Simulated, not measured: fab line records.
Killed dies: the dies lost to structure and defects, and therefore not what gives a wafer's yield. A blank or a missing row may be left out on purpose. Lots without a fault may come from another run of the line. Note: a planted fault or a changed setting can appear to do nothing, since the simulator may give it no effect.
Chamber matching || flow n5_finfet || 3 sister chambers for N5_BEOL_M4_DEP_57 on pecvd-02
The step deposits SiCN from 3MS/NH3, target thk 8 nm, time 14 s. 22 wafers are shown with their chamber, then 11 later ones without.

== WAFERS, EACH WITH ITS CHAMBER ==
{"wafer": "L074.1", "chamber": 1, "throttle_valve_pct (%)": 9.3, "showerhead_plenum_p_Torr (Torr)": 3.670, "rf_fwd_power_W (W)": 200.2}
{"wafer": "L074.2", "chamber": 0, "throttle_valve_pct (%)": 9.7, "showerhead_plenum_p_Torr (Torr)": 3.665, "rf_fwd_power_W (W)": 200.0}
{"wafer": "L074.4", "chamber": 1, "throttle_valve_pct (%)": 9.3, "showerhead_plenum_p_Torr (Torr)": 3.668, "rf_fwd_power_W (W)": 200.4}
{"wafer": "L079.1", "chamber": 1, "throttle_valve_pct (%)": 9.4, "showerhead_plenum_p_Torr (Torr)": 3.669, "rf_fwd_power_W (W)": 201.1}
{"wafer": "L079.2", "chamber": 0, "throttle_valve_pct (%)": 10.0, "showerhead_plenum_p_Torr (Torr)": 3.666, "rf_fwd_power_W (W)": 198.6}
{"wafer": "L079.6", "chamber": 2, "throttle_valve_pct (%)": 9.0, "showerhead_plenum_p_Torr (Torr)": 3.656, "rf_fwd_power_W (W)": 199.6}
{"wafer": "L080.1", "chamber": 0, "throttle_valve_pct (%)": 9.9, "showerhead_plenum_p_Torr (Torr)": 3.660, "rf_fwd_power_W (W)": 199.8}
{"wafer": "L080.2", "chamber": 1, "throttle_valve_pct (%)": 9.7, "showerhead_plenum_p_Torr (Torr)": 3.665, "rf_fwd_power_W (W)": 200.0}
{"wafer": "L080.4", "chamber": 0, "throttle_valve_pct (%)": 9.9, "showerhead_plenum_p_Torr (Torr)": 3.653, "rf_fwd_power_W (W)": 198.9}
{"wafer": "L081.2", "chamber": 0, "throttle_valve_pct (%)": 9.9, "showerhead_plenum_p_Torr (Torr)": 3.655, "rf_fwd_power_W (W)": 199.9}
{"wafer": "L081.3", "chamber": 1, "throttle_valve_pct (%)": 9.2, "showerhead_plenum_p_Torr (Torr)": 3.664, "rf_fwd_power_W (W)": 199.9}
{"wafer": "L081.6", "chamber": 1, "throttle_valve_pct (%)": 9.3, "showerhead_plenum_p_Torr (Torr)": 3.668, "rf_fwd_power_W (W)": 200.7}
{"wafer": "L083.1", "chamber": 1, "throttle_valve_pct (%)": 9.2, "showerhead_plenum_p_Torr (Torr)": 3.659, "rf_fwd_power_W (W)": 199.9}
{"wafer": "L083.2", "chamber": 2, "throttle_valve_pct (%)": 9.0, "showerhead_plenum_p_Torr (Torr)": 3.651, "rf_fwd_power_W (W)": 200.3}
{"wafer": "L083.5", "chamber": 2, "throttle_valve_pct (%)": 9.1, "showerhead_plenum_p_Torr (Torr)": 3.660, "rf_fwd_power_W (W)": 199.5}
{"wafer": "L086.1", "chamber": 2, "throttle_valve_pct (%)": 8.6, "showerhead_plenum_p_Torr (Torr)": 3.657, "rf_fwd_power_W (W)": 200.3}
{"wafer": "L086.4", "chamber": 1, "throttle_valve_pct (%)": 9.3, "showerhead_plenum_p_Torr (Torr)": 3.659, "rf_fwd_power_W (W)": 200.2}
{"wafer": "L086.5", "chamber": 2, "throttle_valve_pct (%)": 9.0, "showerhead_plenum_p_Torr (Torr)": 3.660, "rf_fwd_power_W (W)": 200.3}
{"wafer": "L087.1", "chamber": 1, "throttle_valve_pct (%)": 9.0, "showerhead_plenum_p_Torr (Torr)": 3.660, "rf_fwd_power_W (W)": 200.2}
{"wafer": "L087.4", "chamber": 1, "throttle_valve_pct (%)": 9.1, "showerhead_plenum_p_Torr (Torr)": 3.665, "rf_fwd_power_W (W)": 199.4}
{"wafer": "L087.5", "chamber": 1, "throttle_valve_pct (%)": 9.5, "showerhead_plenum_p_Torr (Torr)": 3.662, "rf_fwd_power_W (W)": 200.8}
{"wafer": "L088.1", "chamber": 0, "throttle_valve_pct (%)": 9.8, "showerhead_plenum_p_Torr (Torr)": 3.653, "rf_fwd_power_W (W)": 199.7}

SIGNATURES (means of the wafers above)
{"reading": "throttle_valve_pct", "chamber 0": 9.867, "chamber 1": 9.300, "chamber 2": 8.940, "scatter within a chamber": 0.172}
{"reading": "showerhead_plenum_p_Torr", "chamber 0": 3.65867, "chamber 1": 3.66445, "chamber 2": 3.65680, "scatter within a chamber": 0.00454}
{"reading": "rf_fwd_power_W", "chamber 0": 199.483, "chamber 1": 200.255, "chamber 2": 200.000, "scatter within a chamber": 0.496}
Rule: distance of a wafer from a chamber = root of the sum over the readings of ((wafer's reading minus chamber's mean) / reading's scatter) squared. The wafer belongs to the nearest chamber; if the next one is less than 2 further off, it can't be placed. The scatter: take each reading less its chamber's mean, square it, sum over the shown wafers, divide by the number of wafers less the number of chambers, and take the root.

== WAFERS WHOSE CHAMBER IS MISSING ==
{"wafer": "L088.3", "throttle_valve_pct (%)": 9.0, "showerhead_plenum_p_Torr (Torr)": 3.666, "rf_fwd_power_W (W)": 200.1}
{"wafer": "L088.6", "throttle_valve_pct (%)": 9.4, "showerhead_plenum_p_Torr (Torr)": 3.668, "rf_fwd_power_W (W)": 200.2}
{"wafer": "L091.2", "throttle_valve_pct (%)": 9.7, "showerhead_plenum_p_Torr (Torr)": 3.662, "rf_fwd_power_W (W)": 199.4}
{"wafer": "L091.3", "throttle_valve_pct (%)": 9.4, "showerhead_plenum_p_Torr (Torr)": 3.670, "rf_fwd_power_W (W)": 200.0}
{"wafer": "L091.5", "throttle_valve_pct (%)": 9.1, "showerhead_plenum_p_Torr (Torr)": 3.664, "rf_fwd_power_W (W)": 200.2}
{"wafer": "L092.2", "throttle_valve_pct (%)": 9.4, "showerhead_plenum_p_Torr (Torr)": 3.668, "rf_fwd_power_W (W)": 201.1}
{"wafer": "L092.4", "throttle_valve_pct (%)": 8.8, "showerhead_plenum_p_Torr (Torr)": 3.652, "rf_fwd_power_W (W)": 197.8}
{"wafer": "L092.5", "throttle_valve_pct (%)": 9.3, "showerhead_plenum_p_Torr (Torr)": 3.667, "rf_fwd_power_W (W)": 200.3}
{"wafer": "L093.1", "throttle_valve_pct (%)": 9.1, "showerhead_plenum_p_Torr (Torr)": 3.671, "rf_fwd_power_W (W)": 200.6}
{"wafer": "L093.5", "throttle_valve_pct (%)": 10.1, "showerhead_plenum_p_Torr (Torr)": 3.658, "rf_fwd_power_W (W)": 200.5}
{"wafer": "L093.6", "throttle_valve_pct (%)": 9.6, "showerhead_plenum_p_Torr (Torr)": 3.668, "rf_fwd_power_W (W)": 200.4}

== WHICH CHAMBER EACH ONE RAN IN ==
{"wafer": "L088.3", "from the rows above": "can't be placed: 1 or 2", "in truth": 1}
{"wafer": "L088.6", "from the rows above": 1, "in truth": 1}
{"wafer": "L091.2", "from the rows above": "can't be placed: 0 or 1", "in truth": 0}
{"wafer": "L091.3", "from the rows above": 1, "in truth": 1}
{"wafer": "L091.5", "from the rows above": "can't be placed: 1 or 2", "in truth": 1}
{"wafer": "L092.2", "from the rows above": 1, "in truth": 1}
{"wafer": "L092.4", "from the rows above": "can't be placed: 2 or 1", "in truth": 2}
{"wafer": "L092.5", "from the rows above": 1, "in truth": 1}
{"wafer": "L093.1", "from the rows above": "can't be placed: 1 or 2", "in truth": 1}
{"wafer": "L093.5", "from the rows above": 0, "in truth": 0}
{"wafer": "L093.6", "from the rows above": "can't be placed: 1 or 0", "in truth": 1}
Placed correctly: 5 of 11. From these rows, 6 cannot be placed; in 6 the true chamber is one of the candidates. Placed wrongly: 0.
